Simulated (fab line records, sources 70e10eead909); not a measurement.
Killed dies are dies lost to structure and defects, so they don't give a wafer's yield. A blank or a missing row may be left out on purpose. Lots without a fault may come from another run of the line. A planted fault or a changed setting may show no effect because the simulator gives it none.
Which tool did it? | flow nand_harc | 11 lots, 33 wafers sampled, at 4 steps of a route of 1302

WHAT THE GAUGES READ, wafer by wafer
NHARC_P_M0_CD_MEAS_09: target cd 90 nm.
lot  | measured     | on        | cd_nm (nm)
L818 | day 6 11:36  | cd_sem-03 | 91.1 90.2 90.8
L823 | day 8 08:59  | cd_sem-03 | 91.0 90.3 91.6
L825 | day 8 21:58  | cd_sem-01 | 91.7 90.9 91.6
L827 | day 9 19:59  | cd_sem-01 | 92.2 91.8 90.8
L828 | day 10 14:26 | cd_sem-02 | 89.8 90.7 89.8
L829 | day 10 20:59 | cd_sem-03 | 89.9 90.3 90.7
L830 | day 10 21:24 | cd_sem-01 | 89.2 88.4 88.7
L831 | day 11 23:29 | cd_sem-02 | 91.5 90.4 90.3
L836 | day 14 03:32 | cd_sem-01 | 99.9 99.7 100.3
L837 | day 14 07:50 | cd_sem-02 | 101.3 100.6 100.0
L839 | day 15 02:31 | cd_sem-03 | 91.2 90.6 90.6

WHICH TOOL RAN EACH LOT (tool, then ch and the chambers of the sampled wafers, then the start)
lot  | NHARC_P_CONTACT_ETCH_35            | NHARC_P_CONTACT_CVD_23                   | NHARC_P_M0_PEB_07
L818 | rie_diel-07 ch 0,2,3, day 6 07:43  | cvd_w-01 ch 1, day 6 11:31 or earlier    | litho_track-04 ch 0, day 6 11:31
L823 | rie_diel-11 ch 0,3, day 8 05:05    | cvd_w-02 ch 0,1, day 8 08:54 or earlier  | litho_track-01 ch 0, day 8 08:54
L825 | rie_diel-07 ch 0,1,3, day 8 17:48  | cvd_w-02 ch 0,1, day 8 21:53 or earlier  | litho_track-04 ch 0, day 8 21:53
L827 | rie_diel-08 ch 0,3, day 9 16:04    | cvd_w-02 ch 0,1, day 9 19:54 or earlier  | litho_track-01 ch 0, day 9 19:54
L828 | rie_diel-11 ch 0,2, day 10 10:17   | cvd_w-01 ch 0,1, day 10 14:22 or earlier | litho_track-06 ch 0, day 10 14:22
L829 | rie_diel-07 ch 1,2, day 10 17:02   | cvd_w-02 ch 0, day 10 20:54 or earlier   | litho_track-04 ch 0, day 10 20:54
L830 | rie_diel-08 ch 0,2, day 10 17:31   | cvd_w-01 ch 0,1, day 10 21:19 or earlier | litho_track-06 ch 0, day 10 21:19
L831 | rie_diel-07 ch 0,1,3, day 11 19:35 | cvd_w-02 ch 0,1, day 11 23:24 or earlier | litho_track-04 ch 0, day 11 23:24
L836 | rie_diel-07 ch 0,2,3, day 13 23:29 | cvd_w-02 ch 0,1, day 14 03:28 or earlier | litho_track-06 ch 0, day 14 03:28
L837 | rie_diel-11 ch 0,2, day 14 03:38   | cvd_w-01 ch 0,1, day 14 07:45 or earlier | litho_track-06 ch 0, day 14 07:45
L839 | rie_diel-11 ch 0,3, day 14 22:20   | cvd_w-01 ch 0,1, day 15 02:26 or earlier | litho_track-04 ch 0, day 15 02:26
- NHARC_P_CONTACT_ETCH_35: etches the open film in CF4, target depth 39 nm, time 65 s.
- NHARC_P_CONTACT_CVD_23: deposits W, target thk 200 nm, time 557 s.
- NHARC_P_M0_PEB_07: peb time 65 s.

THE ANSWER, worked out from the rows above alone
Rule: what is usual is taken from the lots themselves. Put in order of their means at a reading, lots are off if they are a third of the lots or fewer, leave a main group of 4 or more, and stand apart from it by a gap of 3 or more times the standard deviation of the main group's means; of several such gaps the widest counts. A main group whose means are all the same, to the digits that the tables above print for the reading, isn't used. A lot without any number at a reading at which 4 lots or more have one is off too. The other lots that the step has rows for count as sound.
Off: L836, L837, at NHARC_P_M0_CD_MEAS_09 (cd_nm). The main group: mean 90.6 nm, standard deviation 0.78.
A tool fits if, at a process step before that reading, it ran every lot that is off, and no sound lot after the first of them. The gauges at NHARC_P_M0_CD_MEAS_09 are tried like those tools. NHARC_P_CONTACT_CVD_23 gives no start for some lots, so the hours and the order of its lots are those of NHARC_P_M0_PEB_07. One fits: litho_track-06 at NHARC_P_M0_PEB_07. Its last sound lot is L830 (day 10 21:19), its first lot that is off L836 (day 14 03:28): a fault that began between those two fits.

WHAT THE SIMULATOR HAD PUT IN
Process parameter drift: litho_track-06, from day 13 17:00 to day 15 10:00, at NHARC_P_M0_PEB_07. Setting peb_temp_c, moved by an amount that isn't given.
Lots struck among those shown: L836, L837. The rule above found the same.
